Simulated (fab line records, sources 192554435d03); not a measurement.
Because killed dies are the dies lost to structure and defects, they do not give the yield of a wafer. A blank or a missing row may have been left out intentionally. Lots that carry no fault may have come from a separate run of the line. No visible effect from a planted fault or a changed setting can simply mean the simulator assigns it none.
fab line records	flow n5_finfet
[record] lots = 24	wafers = 72	last_day = 17
route steps=1938 shown BEOL_M13@1689 BEOL_M14@1726
lots with no fault: from the same line, run without faults
start_h: start of the lot's first displayed wafer, in hours after the record's first day	wait_h: time in hours since the lot's previous step	" as in the row above	L1.1+2: a single row standing in for several wafers	- no value present, or no start provided	* or withheld: withheld	< > ~ a bound
route shown NAME@n: names a module that has steps shown in the file, with the first one's number in the route	usual: mean and standard deviation over wafers with no fault	same: alike in all rows	chamber/n: place in a boat	sites: the reading at each site	_std_site: the values' standard deviation	_edge_site: outer sites' mean less inner sites'	radius_mm: how far each site lies from the wafer's centre	mask NAME#n: copy n	behind: tool/chamber where the wafer was last shaped	hold: cause of the lot's hold/its duration in hours/its outcome	device: which transistor (n, p or np) failed to switch	end of line: the same wafers' tests at the end of the route	a step given without rows: its recipe and nothing more	killed: not the wafer's yield, but the dies lost to structure and defects at the first sort	map: dies across one wafer; x = killed, . = not, _ = none there
set.NAME: the run value of the setting; set.NAME@STEP: its run value at that earlier step	model.NAME: the simulator's own value behind a step, which no gauge read
the route's steps for a sample of lots (tables are steps, rows are wafers)
services: the hour from which a tool's chamber was out of use, counted from the record's first day as start_h (under 0 if before that day), plus the number of hours and why
[[steps]]
[step N5_BEOL_M13_CD_MEAS_28]
[recipe] target_cd_nm = 209.5	landing_energy_ev = 500	detector = se_inlens
[usual] cd_nm = 209.5/1.1
lot.wafer	tool	chamber	start_h	wait_h	cd_nm
L076.1	cd_sem-03	0	239.38	-	210.5
L076.3	"	0	"	"	209.7
L076.5	"	0	"	"	209.3
L075.1	cd_sem-03	0	248.14	-	208.9
L075.3	"	0	"	"	209.2
L075.5	"	0	"	"	208.8
L074.2	cd_sem-02	0	250.46	-	211.5
L074.3	"	0	"	"	209.8
L074.5	"	0	"	"	209.0
L077.1	cd_sem-03	0	269.46	-	210.9
L077.3	"	0	"	"	211.5
L077.6	"	0	"	"	208.3
L078.1	cd_sem-01	0	270.12	-	208.6
L078.3	"	0	"	"	208.5
L078.6	"	0	"	"	210.8
L081.2	cd_sem-01	0	270.56	-	211.6
L081.3	"	0	"	"	211.0
L081.5	"	0	"	"	212.7
L080.1	cd_sem-02	0	277.34	-	210.6
L080.3	"	0	"	"	210.9
L080.5	"	0	"	"	210.0
L079.1	cd_sem-02	0	277.67	-	208.9
L079.3	"	0	"	"	208.6
L079.6	"	0	"	"	209.1
L082.1	cd_sem-03	0	292.35	-	211.3
L082.2	"	0	"	"	209.8
L082.3	"	0	"	"	208.6
L084.2	cd_sem-01	0	298.48	-	208.7
L084.3	"	0	"	"	210.5
L084.5	"	0	"	"	209.2
L083.2	cd_sem-03	0	301.30	-	211.1
L083.4	"	0	"	"	209.5
L083.5	"	0	"	"	210.3
L085.3	cd_sem-03	0	308.35	-	207.9
L085.4	"	0	"	"	209.7
L085.6	"	0	"	"	209.1
L086.1	cd_sem-02	0	310.62	-	209.3
L086.3	"	0	"	"	212.0
L086.4	"	0	"	"	210.9
L087.1	cd_sem-01	0	317.69	-	208.7
L087.3	"	0	"	"	208.6
L087.6	"	0	"	"	210.9
L089.4	cd_sem-02	0	320.88	-	209.7
L089.5	"	0	"	"	210.7
L089.6	"	0	"	"	208.6
L088.1	cd_sem-01	0	321.12	-	208.8
L088.3	"	0	"	"	208.5
L088.5	"	0	"	"	209.4
L090.1	cd_sem-03	0	323.74	-	209.2
L090.2	"	0	"	"	209.5
L090.5	"	0	"	"	209.2
L091.2	cd_sem-03	0	334.41	-	210.2
L091.3	"	0	"	"	208.3
L091.4	"	0	"	"	208.6
L093.2	cd_sem-02	0	353.34	-	209.8
L093.4	"	0	"	"	210.1
L093.5	"	0	"	"	209.6
L092.2	cd_sem-03	0	354.81	-	210.9
L092.5	"	0	"	"	209.4
L092.6	"	0	"	"	210.3
L095.1	cd_sem-01	0	362.37	-	210.4
L095.3	"	0	"	"	207.7
L095.4	"	0	"	"	207.9
L094.1	cd_sem-01	0	363.73	-	207.5
L094.4	"	0	"	"	207.2
L094.6	"	0	"	"	208.2
L096.1	cd_sem-01	0	368.43	-	209.8
L096.3	"	0	"	"	210.9
L096.4	"	0	"	"	208.8
L097.2	cd_sem-01	0	368.67	-	209.5
L097.5	"	0	"	"	208.9
L097.6	"	0	"	"	210.3
[step N5_BEOL_M13_INSPECT_30]
[recipe] mode = adi	inspect_instrument = macro
[usual] raw_defect_count = 2.0/1.5
lot.wafer	tool	chamber	start_h	wait_h	raw_defect_count
L076.1	defect_inspect-01	-	239.43	0.0	1
L076.3	"	-	"	"	3
L076.5	"	-	"	"	1
L075.1	defect_inspect-01	-	248.20	0.0	2
L075.3	"	-	"	"	1
L075.5	"	-	"	"	0
L074.2	defect_inspect-01	-	250.52	0.0	0
L074.3	"	-	"	"	2
L074.5	"	-	"	"	3
L077.1	defect_inspect-02	-	269.51	0.0	1
L077.3	"	-	"	"	2
L077.6	"	-	"	"	2
L078.1	defect_inspect-02	-	270.17	0.0	2
L078.3	"	-	"	"	5
L078.6	"	-	"	"	2
L081.2	defect_inspect-02	-	270.61	0.0	3
L081.3	"	-	"	"	2
L081.5	"	-	"	"	1
L080.1	defect_inspect-02	-	277.40	0.0	2
L080.3	"	-	"	"	2
L080.5	"	-	"	"	0
L079.1	defect_inspect-02	-	277.72	0.0	4
L079.3	"	-	"	"	4
L079.6	"	-	"	"	0
L082.1	defect_inspect-02	-	292.40	0.0	1
L082.2	"	-	"	"	1
L082.3	"	-	"	"	5
L084.2	defect_inspect-02	-	298.53	0.0	3
L084.3	"	-	"	"	0
L084.5	"	-	"	"	4
L083.2	defect_inspect-02	-	301.36	0.0	4
L083.4	"	-	"	"	1
L083.5	"	-	"	"	2
L085.3	defect_inspect-01	-	308.40	0.0	1
L085.4	"	-	"	"	1
L085.6	"	-	"	"	1
L086.1	defect_inspect-01	-	310.67	0.0	2
L086.3	"	-	"	"	2
L086.4	"	-	"	"	0
L087.1	defect_inspect-02	-	317.76	0.0	2
L087.3	"	-	"	"	1
L087.6	"	-	"	"	1
L089.4	defect_inspect-02	-	320.93	0.0	4
L089.5	"	-	"	"	1
L089.6	"	-	"	"	1
L088.1	defect_inspect-02	-	321.17	0.0	3
L088.3	"	-	"	"	0
L088.5	"	-	"	"	1
L090.1	defect_inspect-02	-	323.79	0.0	2
L090.2	"	-	"	"	2
L090.5	"	-	"	"	2
L091.2	defect_inspect-02	-	334.47	0.0	5
L091.3	"	-	"	"	4
L091.4	"	-	"	"	2
L093.2	defect_inspect-02	-	353.40	0.0	2
L093.4	"	-	"	"	3
L093.5	"	-	"	"	2
L092.2	defect_inspect-02	-	354.87	0.0	5
L092.5	"	-	"	"	3
L092.6	"	-	"	"	3
L095.1	defect_inspect-02	-	362.42	0.0	4
L095.3	"	-	"	"	2
L095.4	"	-	"	"	1
L094.1	defect_inspect-02	-	363.78	0.0	2
L094.4	"	-	"	"	3
L094.6	"	-	"	"	2
L096.1	defect_inspect-02	-	368.48	0.0	1
L096.3	"	-	"	"	1
L096.4	"	-	"	"	3
L097.2	defect_inspect-01	-	368.73	0.0	3
L097.5	"	-	"	"	5
L097.6	"	-	"	"	2
[step N5_BEOL_M13_TRENCH_ETCH_34]
[recipe] chemistry = C4F8/O2/Ar	target = SiOC	target_depth_a = 4134.7	mask_material = SOC	pressure_mtorr = 30	source_w = 3000	bias_w = 700	Ar_flow_sccm = 400	C4F8_flow_sccm = 15	O2_flow_sccm = 8	he_inner_torr = 15	he_outer_torr = 30	time_s = 162.6	ion_energy_ev = 250
[usual] drypump_motor_current_A = 5.9/0.42	mfc_ar_sccm = 400.2/1.1	oes_product_au = 0.78/0.09	rf_vpp_V = 666.3/2.8	showerhead_plenum_p_Torr = 3.44/0.099	throttle_valve_pct = 24.16/0.28
lot.wafer	tool	chamber	start_h	wait_h	drypump_motor_current_A	mfc_ar_sccm	oes_product_au	rf_hours_counter_h	rf_vpp_V	showerhead_plenum_p_Torr	throttle_valve_pct
L076.1	rie_diel-02	0	239.87	0.0	6.0	400.4	0.96	6	668.9	3.46	23.75
L076.3	"	1	"	"	5.7	398.7	0.70	211	660.9	3.28	24.57
L076.5	"	0	"	"	6.0	401.6	0.95	-	668.2	3.46	23.74
L075.1	rie_diel-03	1	248.63	0.0	5.7	403.3	0.72	189	665.0	3.37	24.42
L075.3	"	2	"	"	6.4	400.4	0.72	184	664.8	3.39	24.14
L075.5	"	3	"	"	6.6	400.9	0.86	-	670.2	3.61	24.07
L074.2	rie_diel-02	3	250.95	0.0	5.8	400.3	0.68	232	665.2	3.35	24.64
L074.3	"	0	"	"	5.9	401.1	0.94	10	668.9	3.45	23.75
L074.5	"	0	"	"	6.0	399.8	0.93	-	668.1	3.45	23.75
L077.1	rie_diel-01	0	270.02	0.0	5.1	400.0	0.70	209	667.5	3.53	24.19
L077.3	"	1	"	"	5.6	399.2	0.90	23	662.5	3.34	23.70
L077.6	"	0	"	"	5.2	399.9	0.70	-	668.6	3.53	24.18
L078.1	rie_diel-03	3	270.61	0.0	6.6	401.2	0.86	59	670.9	3.61	24.08
L078.3	"	0	"	"	6.1	399.0	0.73	186	668.4	3.52	23.95
L078.6	"	0	"	"	6.1	400.4	0.73	-	668.9	3.52	23.94
L081.2	rie_diel-01	0	271.05	0.0	5.1	401.4	0.71	210	668.9	3.53	24.19
L081.3	"	1	"	"	5.6	400.0	0.90	23	663.4	3.33	23.71
L081.5	"	0	"	"	5.1	402.5	0.71	-	668.1	3.53	24.20
L080.1	rie_diel-01	0	277.83	0.0	5.1	401.1	0.71	213	670.5	3.53	24.20
L080.3	"	2	"	"	5.4	401.4	0.83	102	665.7	3.42	24.41
L080.5	"	1	"	"	5.7	400.2	0.92	-	663.3	3.33	23.71
L079.1	rie_diel-03	3	278.16	0.0	6.6	401.7	0.84	61	672.5	3.60	24.08
L079.3	"	2	"	"	6.4	399.7	0.71	192	665.7	3.39	24.16
L079.6	"	0	"	"	6.1	402.4	0.73	-	669.2	3.51	23.95
L082.1	rie_diel-01	1	292.84	0.0	5.7	399.2	0.90	31	663.9	3.33	23.72
L082.2	"	0	"	"	5.1	400.3	0.70	217	667.1	3.53	24.19
L082.3	"	3	"	"	6.4	400.3	0.99	5	664.5	3.34	23.72
L084.2	rie_diel-02	0	299.58	0.0	6.0	399.1	0.90	23	666.9	3.45	23.77
L084.3	"	3	"	"	5.7	400.0	0.67	246	664.5	3.34	24.64
L084.5	"	1	"	"	5.7	399.6	0.68	-	661.1	3.27	24.62
L083.2	rie_diel-03	3	301.79	0.0	6.6	399.4	0.84	70	670.2	3.60	24.09
L083.4	"	0	"	"	6.1	399.0	0.73	197	668.8	3.51	23.98
L083.5	"	0	"	"	6.1	401.4	0.72	-	668.8	3.51	23.96
L085.3	rie_diel-02	0	308.84	0.0	6.0	400.5	0.89	26	667.3	3.44	23.79
L085.4	"	2	"	"	6.0	400.9	0.72	217	667.9	3.52	24.42
L085.6	"	2	"	"	6.0	400.5	0.72	-	667.8	3.53	24.42
L086.1	rie_diel-03	1	311.42	0.0	5.7	398.8	0.70	208	664.4	3.36	24.46
L086.3	"	0	"	"	6.1	398.9	0.72	200	668.5	3.51	23.97
L086.4	"	2	"	"	6.4	399.7	0.70	203	664.7	3.38	24.18
L087.1	rie_diel-01	2	318.19	0.0	5.4	401.0	0.81	115	666.7	3.41	24.43
L087.3	"	1	"	"	5.7	398.8	0.87	38	662.6	3.33	23.74
L087.6	"	0	"	"	5.1	398.9	0.70	-	668.5	3.52	24.22
L089.4	rie_diel-03	3	321.37	0.0	6.6	401.2	0.84	77	669.6	3.60	24.10
L089.5	"	0	"	"	6.1	402.7	0.72	-	667.6	3.51	23.98
L089.6	"	3	"	"	6.6	400.8	0.83	-	670.4	3.60	24.10
L088.1	rie_diel-01	1	321.61	0.0	5.7	397.6	0.87	40	663.5	3.33	23.72
L088.3	"	3	"	"	6.3	401.2	0.95	14	663.6	3.33	23.74
L088.5	"	2	"	"	5.4	399.7	0.80	-	665.8	3.41	24.46
L090.1	rie_diel-03	0	324.23	0.0	6.1	399.4	0.72	205	669.2	3.50	23.96
L090.2	"	3	"	"	6.6	398.3	0.84	78	669.5	3.60	24.10
L090.5	"	0	"	"	6.1	400.3	0.72	-	668.3	3.50	23.96
L091.2	rie_diel-02	2	334.90	0.0	6.0	399.0	0.70	228	668.3	3.52	24.42
L091.3	"	0	"	"	6.0	399.9	0.88	36	666.4	3.44	23.79
L091.4	"	1	"	"	5.7	398.2	0.67	-	661.0	3.26	24.60
L093.2	rie_diel-03	1	353.83	0.0	5.7	399.7	0.70	221	663.7	3.36	24.46
L093.4	"	3	"	"	6.6	397.8	0.83	87	671.2	3.59	24.10
L093.5	"	3	"	"	6.6	400.0	0.84	-	669.7	3.59	24.11
L092.2	rie_diel-01	1	355.30	0.0	5.6	400.3	0.86	51	664.2	3.32	23.74
L092.5	"	2	"	"	5.5	401.6	0.80	-	665.7	3.41	24.45
L092.6	"	1	"	"	5.7	400.4	0.86	-	663.8	3.32	23.74
L095.1	rie_diel-03	3	362.86	0.0	6.6	401.0	0.82	90	670.0	3.59	24.13
L095.3	"	0	"	"	6.1	397.2	0.71	217	669.0	3.50	23.99
L095.4	"	2	"	"	6.4	400.5	0.69	219	664.2	3.38	24.19
L094.1	rie_diel-03	1	364.22	0.0	5.7	401.0	0.69	224	663.6	3.35	24.45
L094.4	"	0	"	"	6.1	399.7	0.71	217	667.4	3.50	24.01
L094.6	"	1	"	"	5.7	400.0	0.70	-	664.7	3.35	24.45
L096.1	rie_diel-03	1	368.92	0.0	5.7	400.0	0.69	226	665.6	3.35	24.48
L096.3	"	0	"	"	6.1	401.3	0.71	219	667.8	3.50	23.99
L096.4	"	3	"	"	6.6	400.5	0.82	92	670.9	3.59	24.12
L097.2	rie_diel-02	1	369.24	0.0	5.7	400.9	0.67	250	658.0	3.26	24.65
L097.5	"	0	"	"	5.9	400.8	0.86	-	666.7	3.43	23.81
L097.6	"	3	"	"	5.8	400.1	0.98	-	664.1	3.34	24.24
[step N5_BEOL_M14_CD_MEAS_10]
[recipe] target_cd_nm = 250	landing_energy_ev = 500	detector = se_inlens	polarity = opening
[usual] cd_nm = 248.9/2.3
lot.wafer	tool	chamber	start_h	wait_h	cd_nm
L076.1	cd_sem-01	0	243.55	-	245.6
L076.3	"	0	"	"	245.0
L076.5	"	0	"	"	249.2
L075.1	cd_sem-03	0	252.02	-	245.5
L075.3	"	0	"	"	245.1
L075.5	"	0	"	"	248.0
L074.2	cd_sem-03	0	254.05	-	250.4
L074.3	"	0	"	"	250.9
L074.5	"	0	"	"	250.6
L081.2	cd_sem-03	0	276.14	-	252.7
L081.3	"	0	"	"	250.6
L081.5	"	0	"	"	247.3
L077.1	cd_sem-02	0	276.74	-	246.9
L077.3	"	0	"	"	252.5
L077.6	"	0	"	"	249.1
L078.1	cd_sem-02	0	277.18	-	251.6
L078.3	"	0	"	"	250.5
L078.6	"	0	"	"	250.9
L079.1	cd_sem-03	0	283.33	-	249.1
L079.3	"	0	"	"	247.0
L079.6	"	0	"	"	253.2
L080.1	cd_sem-01	0	283.49	-	248.7
L080.3	"	0	"	"	248.2
L080.5	"	0	"	"	244.4
L082.1	cd_sem-02	0	297.62	-	250.8
L082.2	"	0	"	"	250.2
L082.3	"	0	"	"	250.5
L084.2	cd_sem-02	0	305.66	-	251.4
L084.3	"	0	"	"	247.6
L084.5	"	0	"	"	249.8
L083.2	cd_sem-03	0	306.83	-	248.6
L083.4	"	0	"	"	251.3
L083.5	"	0	"	"	245.2
L085.3	cd_sem-03	0	313.37	-	251.0
L085.4	"	0	"	"	251.0
L085.6	"	0	"	"	251.6
L086.1	cd_sem-03	0	316.06	-	247.7
L086.3	"	0	"	"	250.9
L086.4	"	0	"	"	249.3
L087.1	cd_sem-01	0	321.05	-	244.6
L087.3	"	0	"	"	248.6
L087.6	"	0	"	"	250.3
L089.4	cd_sem-02	0	329.07	-	249.5
L089.5	"	0	"	"	251.8
L089.6	"	0	"	"	245.0
L088.1	cd_sem-02	0	329.98	-	248.1
L088.3	"	0	"	"	247.4
L088.5	"	0	"	"	249.1
L090.1	cd_sem-03	0	330.68	-	245.0
L090.2	"	0	"	"	246.9
L090.5	"	0	"	"	251.5
L091.2	cd_sem-02	0	339.40	-	253.4
L091.3	"	0	"	"	249.5
L091.4	"	0	"	"	252.6
L093.2	cd_sem-03	0	360.25	-	243.7
L093.4	"	0	"	"	247.3
L093.5	"	0	"	"	248.0
L092.2	cd_sem-02	0	360.78	-	249.0
L092.5	"	0	"	"	244.3
L092.6	"	0	"	"	247.4
L095.1	cd_sem-03	0	366.72	-	245.4
L095.3	"	0	"	"	249.5
L095.4	"	0	"	"	244.8
L094.1	cd_sem-01	0	367.02	-	250.9
L094.4	"	0	"	"	253.0
L094.6	"	0	"	"	253.4
L096.1	cd_sem-01	0	373.64	-	248.4
L096.3	"	0	"	"	247.9
L096.4	"	0	"	"	248.2
L097.2	cd_sem-03	0	375.94	-	252.8
L097.5	"	0	"	"	251.6
L097.6	"	0	"	"	250.0
[step N5_BEOL_M14_INSPECT_12]
[recipe] mode = adi	inspect_instrument = macro
[usual] raw_defect_count = 2.1/1.5
lot.wafer	tool	chamber	start_h	wait_h	raw_defect_count
L076.1	defect_inspect-01	-	243.61	0.0	3
L076.3	"	-	"	"	3
L076.5	"	-	"	"	1
L075.1	defect_inspect-02	-	252.07	0.0	1
L075.3	"	-	"	"	1
L075.5	"	-	"	"	4
L074.2	defect_inspect-01	-	254.10	0.0	4
L074.3	"	-	"	"	2
L074.5	"	-	"	"	2
L081.2	defect_inspect-02	-	276.19	0.0	0
L081.3	"	-	"	"	3
L081.5	"	-	"	"	1
L077.1	defect_inspect-02	-	276.79	0.0	4
L077.3	"	-	"	"	3
L077.6	"	-	"	"	0
L078.1	defect_inspect-02	-	277.23	0.0	3
L078.3	"	-	"	"	3
L078.6	"	-	"	"	1
L079.1	defect_inspect-02	-	283.38	0.0	0
L079.3	"	-	"	"	2
L079.6	"	-	"	"	2
L080.1	defect_inspect-02	-	283.55	0.0	2
L080.3	"	-	"	"	2
L080.5	"	-	"	"	3
L082.1	defect_inspect-01	-	297.68	0.0	2
L082.2	"	-	"	"	4
L082.3	"	-	"	"	3
L084.2	defect_inspect-02	-	305.72	0.0	3
L084.3	"	-	"	"	0
L084.5	"	-	"	"	3
L083.2	defect_inspect-01	-	306.88	0.0	1
L083.4	"	-	"	"	3
L083.5	"	-	"	"	2
L085.3	defect_inspect-02	-	313.42	0.0	4
L085.4	"	-	"	"	1
L085.6	"	-	"	"	4
L086.1	defect_inspect-01	-	316.12	0.0	1
L086.3	"	-	"	"	1
L086.4	"	-	"	"	0
L087.1	defect_inspect-01	-	321.10	0.0	1
L087.3	"	-	"	"	0
L087.6	"	-	"	"	3
L089.4	defect_inspect-02	-	329.13	0.0	2
L089.5	"	-	"	"	2
L089.6	"	-	"	"	3
L088.1	defect_inspect-01	-	330.04	0.0	5
L088.3	"	-	"	"	3
L088.5	"	-	"	"	4
L090.1	defect_inspect-02	-	330.73	0.0	5
L090.2	"	-	"	"	1
L090.5	"	-	"	"	1
L091.2	defect_inspect-02	-	339.46	0.0	3
L091.3	"	-	"	"	2
L091.4	"	-	"	"	3
L093.2	defect_inspect-01	-	360.31	0.0	2
L093.4	"	-	"	"	2
L093.5	"	-	"	"	2
L092.2	defect_inspect-02	-	360.83	0.0	5
L092.5	"	-	"	"	1
L092.6	"	-	"	"	2
L095.1	defect_inspect-01	-	366.77	0.0	1
L095.3	"	-	"	"	3
L095.4	"	-	"	"	3
L094.1	defect_inspect-01	-	367.08	0.0	1
L094.4	"	-	"	"	1
L094.6	"	-	"	"	1
L096.1	defect_inspect-01	-	373.70	0.0	2
L096.3	"	-	"	"	0
L096.4	"	-	"	"	0
L097.2	defect_inspect-01	-	376.00	0.0	2
L097.5	"	-	"	"	6
L097.6	"	-	"	"	4
[step N5_BEOL_M14_STRIP_64]
[recipe] chemistry = O2	power_w = 600	temp_c = 60	pressure_mtorr = 30	rf_frequency_hz = 6e+07	bias_power_w = 0	overash_fraction = 0.3	o2_flow_sccm = 225
[usual] drypump_motor_current_A = 5.5/0.54	oes_product_au = 0.83/0.076	rf_vpp_V = 3.6/0.45	showerhead_plenum_p_Torr = 2.13/0.079	throttle_valve_pct = 16.65/0.17
lot.wafer	tool	chamber	start_h	wait_h	drypump_motor_current_A	oes_product_au	rf_hours_counter_h	rf_vpp_V	showerhead_plenum_p_Torr	throttle_valve_pct
L076.1	rie_diel-05	2	-	-	5.3	0.85	72	4.2	2.13	16.35
L076.3	"	1	"	"	5.3	0.91	21	3.2	2.21	16.63
L076.5	"	1	"	"	5.3	0.91	-	3.6	2.21	16.62
L075.1	rie_diel-04	2	-	-	5.6	0.92	28	3.5	2.03	16.47
L075.3	"	0	"	"	6.7	0.71	211	3.2	2.14	16.65
L075.5	"	2	"	"	5.6	0.91	-	3.5	2.03	16.47
L074.2	rie_diel-04	1	-	-	5.8	0.96	5	3.3	2.17	16.92
L074.3	"	2	"	"	5.7	0.91	29	4.5	2.03	16.49
L074.5	"	2	"	"	5.7	0.91	-	3.4	2.03	16.48
L081.2	rie_diel-04	1	-	-	5.8	0.93	12	3.2	2.16	16.94
L081.3	"	0	"	"	6.7	0.71	219	3.6	2.14	16.66
L081.5	"	0	"	"	6.7	0.71	-	3.4	2.14	16.67
L077.1	rie_diel-05	0	-	-	4.8	0.91	27	4.3	2.25	16.68
L077.3	"	1	"	"	5.3	0.87	37	3.9	2.21	16.64
L077.6	"	2	"	"	5.3	0.82	-	3.3	2.12	16.41
L078.1	rie_diel-05	1	-	-	5.3	0.88	38	3.6	2.21	16.66
L078.3	"	2	"	"	5.3	0.83	88	3.6	2.12	16.40
L078.6	"	2	"	"	5.3	0.83	-	2.9	2.12	16.39
L079.1	rie_diel-05	0	-	-	4.8	0.92	29	3.9	2.25	16.67
L079.3	"	1	"	"	5.4	0.87	40	3.4	2.21	16.67
L079.6	"	2	"	"	5.3	0.83	-	3.6	2.12	16.39
L080.1	rie_diel-06	0	-	-	6.2	0.93	17	3.2	2.04	16.59
L080.3	"	1	"	"	4.8	0.68	245	3.3	2.03	16.79
L080.5	"	2	"	"	5.1	0.76	-	2.7	2.22	16.57
L082.1	rie_diel-04	2	-	-	5.7	0.89	43	3.8	2.03	16.51
L082.2	"	1	"	"	5.9	0.92	20	3.8	2.16	16.96
L082.3	"	0	"	"	6.7	0.70	226	3.4	2.14	16.68
L084.2	rie_diel-04	2	-	-	5.6	0.88	47	3.2	2.03	16.52
L084.3	"	1	"	"	5.9	0.90	24	3.9	2.16	16.96
L084.5	"	2	"	"	5.7	0.88	-	3.1	2.03	16.51
L083.2	rie_diel-06	3	-	-	5.9	0.77	144	3.0	2.10	16.75
L083.4	"	2	"	"	5.1	0.75	-	3.0	2.21	16.58
L083.5	"	3	"	"	5.8	0.77	-	4.0	2.10	16.76
L085.3	rie_diel-05	2	-	-	5.3	0.81	-	4.7	2.11	16.42
L085.4	"	1	"	"	5.3	0.86	-	4.6	2.20	16.67
L085.6	"	2	"	"	5.3	0.79	-	4.4	2.11	16.43
L086.1	rie_diel-04	2	-	-	5.7	0.87	54	3.7	2.02	16.53
L086.3	"	3	"	"	6.3	0.73	176	3.4	2.00	16.98
L086.4	"	0	"	"	6.7	0.70	235	3.3	2.13	16.70
L087.1	rie_diel-06	1	-	-	4.8	0.97	1	3.6	2.03	16.35
L087.3	"	2	"	"	5.1	0.74	145	3.2	2.21	16.62
L087.6	"	2	"	"	5.1	0.75	-	3.9	2.21	16.60
L089.4	rie_diel-05	1	-	-	5.3	0.85	-	3.7	2.20	16.72
L089.5	"	0	"	"	4.8	0.87	-	3.8	2.24	16.72
L089.6	"	2	"	"	5.3	0.79	-	3.7	2.11	16.46
L088.1	rie_diel-06	0	-	-	6.3	0.91	26	3.2	2.04	16.60
L088.3	"	3	"	"	5.9	0.76	157	3.1	2.10	16.77
L088.5	"	1	"	"	4.8	0.94	-	3.9	2.03	16.36
L090.1	rie_diel-05	0	-	-	4.8	0.88	49	4.4	2.24	16.71
L090.2	"	2	"	"	5.3	0.79	114	3.4	2.11	16.43
L090.5	"	0	"	"	4.8	0.88	-	3.1	2.24	16.72
L091.2	rie_diel-05	2	-	-	5.3	0.79	118	3.8	2.11	16.44
L091.3	"	1	"	"	5.4	0.82	67	3.3	2.20	16.71
L091.4	"	2	"	"	5.3	0.79	-	3.9	2.11	16.45
L093.2	rie_diel-05	3	-	-	6.3	0.89	34	4.0	2.13	16.50
L093.4	"	2	"	"	5.3	0.78	127	3.2	2.11	16.45
L093.5	"	0	"	"	4.8	0.85	-	3.9	2.24	16.74
L092.2	rie_diel-06	0	-	-	6.3	0.90	32	3.1	2.03	16.63
L092.5	"	0	"	"	6.2	0.90	-	3.5	2.03	16.61
L092.6	"	3	"	"	5.9	0.75	-	4.3	2.09	16.79
L095.1	rie_diel-06	3	-	-	5.9	0.75	173	3.6	2.09	16.82
L095.3	"	0	"	"	6.2	0.89	35	3.1	2.03	16.63
L095.4	"	2	"	"	5.1	0.74	165	3.9	2.20	16.64
L094.1	rie_diel-05	3	-	-	6.3	0.89	36	3.9	2.13	16.51
L094.4	"	1	"	"	5.4	0.82	79	3.0	2.19	16.72
L094.6	"	2	"	"	5.3	0.78	-	3.6	2.11	16.48
L096.1	rie_diel-06	3	-	-	5.9	0.74	176	3.6	2.09	16.78
L096.3	"	2	"	"	5.1	0.73	168	3.9	2.20	16.65
L096.4	"	0	"	"	6.3	0.88	38	3.6	2.03	16.64
L097.2	rie_diel-06	1	-	-	4.8	0.89	23	4.2	2.03	16.42
L097.5	"	2	"	"	5.1	0.72	-	3.8	2.20	16.65
L097.6	"	3	"	"	5.9	0.74	-	4.0	2.09	16.80
[[services]]
tool	chamber	start_h	hours	kind
rie_diel-03	0	216.61	2.9	repair
rie_diel-04	1	235.62	8.8	repair
rie_diel-05	3	239.05	115.1	repair
rie_diel-01	3	261.78	-	clean
rie_diel-01	3	261.78	-	consumable_replace:focus_ring
rie_diel-01	3	261.78	18.0	scheduled_down
rie_diel-01	3	261.78	18.0	vent_cycle
rie_diel-03	-	283.25	0.1	repair
rie_diel-03	1	299.40	1.6	repair
rie_diel-06	1	300.87	-	clean
rie_diel-06	1	300.87	-	consumable_replace:focus_ring
rie_diel-06	1	300.87	19.6	scheduled_down
rie_diel-06	1	300.87	19.6	vent_cycle
rie_diel-02	1	311.81	7.9	repair
rie_diel-02	3	314.33	6.4	repair
rie_diel-02	3	320.94	-	clean
rie_diel-02	3	320.94	-	consumable_replace:focus_ring
rie_diel-02	3	320.94	25.9	scheduled_down
rie_diel-02	3	320.94	25.9	vent_cycle
rie_diel-06	0	336.10	14.8	repair
rie_diel-01	2	344.05	3.6	repair
rie_diel-05	0	345.00	5.6	repair
rie_diel-02	3	358.48	9.0	repair
rie_diel-01	3	371.86	5.6	repair
[[key]]
fault none
